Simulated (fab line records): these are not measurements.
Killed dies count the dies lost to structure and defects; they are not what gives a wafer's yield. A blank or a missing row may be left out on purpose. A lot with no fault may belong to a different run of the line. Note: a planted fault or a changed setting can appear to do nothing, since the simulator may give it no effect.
Matching of chambers | flow n5-finfet | 4 sister chambers for N5_BEOL_M3_ALD_98 on ald-sin-04
The step deposits SiO2, target thk 2.5 nm, pulse time 1 s, co reactant pulse time 1 s. 8 wafers are shown with their chamber, then 7 later ones without.

## EACH WAFER AND ITS CHAMBER
wafer  | chamber | heater-power-w (W) | heater-power-outer-w (W)
L077.6 | 1       | 70                 | 37
L080.2 | 1       | 69                 | 37
L080.4 | 2       | 89                 | 45
L081.2 | 2       | 86                 | 44
L081.3 | 3       | 73                 | 36
L081.4 | 0       | 80                 | 40
L084.3 | 0       | 81                 | 41
L084.5 | 3       | 73                 | 36

## WAFERS WHOSE CHAMBER IS MISSING
wafer  | heater-power-w (W) | heater-power-outer-w (W)
L084.6 | 82                 | 40
L086.2 | 82                 | 41
L086.3 | 86                 | 44
L086.5 | 70                 | 37
L092.3 | 88                 | 42
L092.4 | 73                 | 37
L092.5 | 82                 | 40

## CHAMBER TAKEN BY EACH
wafer  | from the rows above     | in truth
L084.6 | 0                       | 0
L086.2 | 0                       | 0
L086.3 | 2                       | 2
L086.5 | 1                       | 1
L092.3 | 2                       | 2
L092.4 | can't be placed: 3 or 1 | 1
L092.5 | 0                       | 0
6 of 7 placed correctly. From these rows, 1 cannot be placed; in 1 the true chamber is one of the candidates. Number placed wrongly: 0.
How it was worked out, from the rows above alone: a wafer's distance from a chamber is the root of the sum, over the readings, of the square of ((its reading less the chamber's mean) divided by the reading's scatter). If the next closest chamber is less than 2 further off than the closest, the wafer can't be placed; otherwise it belongs to the closest. A chamber's mean is the mean of its shown wafers. How the scatter is found: for the shown wafers, subtract from each reading the mean of its chamber, square and add these, divide the total by (wafers less chambers), then take the root.
